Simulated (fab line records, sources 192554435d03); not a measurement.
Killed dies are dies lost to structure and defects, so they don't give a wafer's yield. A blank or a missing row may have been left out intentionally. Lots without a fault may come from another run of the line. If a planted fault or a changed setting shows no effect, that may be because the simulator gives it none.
Problem report, 8D (eight disciplines) form, completed by code :: flow n5Finfet :: the parts of the form that need people (team, actions taken, sign-off) are left out

## 1. WHAT IS WRONG
rawDefectCount at N5_BEOL_M8_INSPECT_58 reads a mean of 982 on 6 wafers of 2 lots; wafers without a fault read 73 with a standard deviation of 22. Measured from the usual mean, that is +41 standard deviations.
The step: inspects for defects (darkfield).
Earliest sighting: wafer L311.2 on defectInspect-01 at day 15 17:46. At this step, 31 wafers from 11 lots have a number in the record. By rule, "out" or "out of limits" means more than 4 standard deviations away from the usual mean. The other wafers with a number count as sound.

## 2. WHAT IT IS, WHAT IT ISN'T
question: which readings at this step
is: rawDefectCount
is not: -

question: which lots
is: L311, L312
is not: L290, L293, L294, L300, L301, L302, L303, L304, L307

question: which wafers of those lots
is: all that have a number
is not: -

question: read on which gauges
is: defectInspect-01, defectInspect-02
is not: -

question: when
is: from day 15 17:46
is not: up to then (25 sound wafers)

## 3. SUSPECTS, AND WHAT RULES EACH OUT
Counting: any tool at a process step up to the reading is kept as a suspect provided that every lot that is out went through it and no sound lot did after the first of them.
- the gauge at N5_BEOL_M8_INSPECT_58 has been ruled out. The wafers that are out were read on 2 gauges (defectInspect-01, defectInspect-02).
- pecvd-02 at N5_BEOL_M8_PRE_CLEAN_55 (time 15 s): kept. It ran every lot that is out, first L311 (day 15 17:38), and no sound lot after that; its last sound lot up to then is L304 (day 13 21:29).
After counting, what remains is pecvd-02 at N5_BEOL_M8_PRE_CLEAN_55.

## 4. THE CAUSE (what the simulator had put in)
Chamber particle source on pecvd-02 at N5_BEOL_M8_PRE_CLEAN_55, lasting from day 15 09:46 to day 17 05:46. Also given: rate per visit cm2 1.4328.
Only this tool survived the counting.

## 5. THE EFFECT CHAIN, in route order
Rows list readings where the struck wafers' mean (over those with a number) sits beyond 3 standard deviations from the usual. Only readings for which the record gives a usual standard deviation are gone through. hours: the time from each lot's start at the first step in this table that gives one to its start at this step, as a median over the lots. sigmas: the change in usual standard deviations.
hours: 0
step: N5_BEOL_M8_INSPECT_58
reading: rawDefectCount
usual: 73
on struck wafers: 982
change: +909
sigmas: +41

hours: 2
step: N5_BEOL_M9_INSPECT_13
reading: rawDefectCount
usual: 460
on struck wafers: 1352
change: +892
sigmas: +9.4

hours: 4
step: N5_BEOL_M9_INSPECT_30
reading: rawDefectCount
usual: 460
on struck wafers: 1342
change: +882
sigmas: +8.8

hours: 63
step: N5_PASSIVATION_PROBE_49
reading: defectLimitedYield
usual: 91.4 %
on struck wafers: 85.9
change: -5.5
sigmas: -4.0

hours: 63
step: N5_PASSIVATION_PROBE_49
reading: killed_at_M4_up
usual: 14
on struck wafers: 89
change: +75
sigmas: +12

hours: 63
step: N5_PASSIVATION_PROBE_49
reading: killedDies
usual: 102
on struck wafers: 167
change: +65
sigmas: +3.8

hours: 63
step: N5_PASSIVATION_PROBE_49
reading: killedOnRim
usual: 14
on struck wafers: 30
change: +16
sigmas: +3.8

hours: 63
step: N5_PASSIVATION_PROBE_49
reading: sortNPass
usual: 1078
on struck wafers: 1013
change: -65
sigmas: -3.8

hours: 63
step: N5_PASSIVATION_PROBE_49
reading: sortYieldPct
usual: 91.3 %
on struck wafers: 85.9
change: -5.4
sigmas: -3.6
It contains these process steps:
- N5_PASSIVATION_PROBE_49

## 6. HOW IT WOULD HAVE BEEN CAUGHT EARLIER
The first out-of-limits reading at a measuring or inspecting step in this record came at day 15 17:46, 8 hours after the fault's start at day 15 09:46.
Of the lots that are out (2), L312 began N5_BEOL_M8_PRE_CLEAN_55 on pecvd-02 after day 15 17:46. A hold on the tool at that time would have spared it.
